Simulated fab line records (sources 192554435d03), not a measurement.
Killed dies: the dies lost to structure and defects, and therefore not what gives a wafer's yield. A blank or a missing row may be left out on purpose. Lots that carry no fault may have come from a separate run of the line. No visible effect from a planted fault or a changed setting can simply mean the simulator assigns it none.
Chamber matching / flow n5 finfet / N5_FIN_CUT_ETCH_30 on rie diel-02 has 4 sister chambers
The step etches underlayer in N2/H2, target depth 13 nm, time 10.4 s. 8 wafers are shown with their chamber, then 9 later ones without.

## EACH WAFER AND ITS CHAMBER
wafer=L077.5; chamber=0; drypump motor current A (A)=5.6; showerhead plenum p Torr (Torr)=2.50
wafer=L081.4; chamber=0; drypump motor current A (A)=5.6; showerhead plenum p Torr (Torr)=2.50
wafer=L081.5; chamber=3; drypump motor current A (A)=6.2; showerhead plenum p Torr (Torr)=2.44
wafer=L083.5; chamber=2; drypump motor current A (A)=6.5; showerhead plenum p Torr (Torr)=2.50
wafer=L083.6; chamber=1; drypump motor current A (A)=5.2; showerhead plenum p Torr (Torr)=2.43
wafer=L085.3; chamber=2; drypump motor current A (A)=6.4; showerhead plenum p Torr (Torr)=2.50
wafer=L085.4; chamber=1; drypump motor current A (A)=5.2; showerhead plenum p Torr (Torr)=2.42
wafer=L085.5; chamber=3; drypump motor current A (A)=6.2; showerhead plenum p Torr (Torr)=2.43

## WAFERS WHOSE CHAMBER IS MISSING
wafer=L091.2; drypump motor current A (A)=5.6; showerhead plenum p Torr (Torr)=2.49
wafer=L091.4; drypump motor current A (A)=6.4; showerhead plenum p Torr (Torr)=2.50
wafer=L091.6; drypump motor current A (A)=6.2; showerhead plenum p Torr (Torr)=2.43
wafer=L092.4; drypump motor current A (A)=5.2; showerhead plenum p Torr (Torr)=2.42
wafer=L092.5; drypump motor current A (A)=5.6; showerhead plenum p Torr (Torr)=2.49
wafer=L092.6; drypump motor current A (A)=5.2; showerhead plenum p Torr (Torr)=2.42
wafer=L093.1; drypump motor current A (A)=6.5; showerhead plenum p Torr (Torr)=2.49
wafer=L093.5; drypump motor current A (A)=6.5; showerhead plenum p Torr (Torr)=2.49
wafer=L093.6; drypump motor current A (A)=5.2; showerhead plenum p Torr (Torr)=2.42

## EACH ONE'S CHAMBER
wafer=L091.2; from the rows above=0; in truth=0
wafer=L091.4; from the rows above=2; in truth=2
wafer=L091.6; from the rows above=3; in truth=3
wafer=L092.4; from the rows above=1; in truth=1
wafer=L092.5; from the rows above=0; in truth=0
wafer=L092.6; from the rows above=1; in truth=1
wafer=L093.1; from the rows above=2; in truth=2
wafer=L093.5; from the rows above=2; in truth=2
wafer=L093.6; from the rows above=1; in truth=1
9 of 9 placed correctly. Left unplaced by these rows: 0. Placed wrongly: 0.
How it was worked out, from the rows above alone: a wafer's distance from a chamber is the root of the sum, over the readings, of the square of ((its reading less the chamber's mean) divided by the reading's scatter). The wafer belongs to the nearest chamber; if the next one is less than 2 further off, it can't be placed. Each chamber's mean is taken over the wafers shown for it. The scatter: the root of (the sum of the squares of (reading less its chamber's mean) over the shown wafers, divided by (wafers less chambers)).
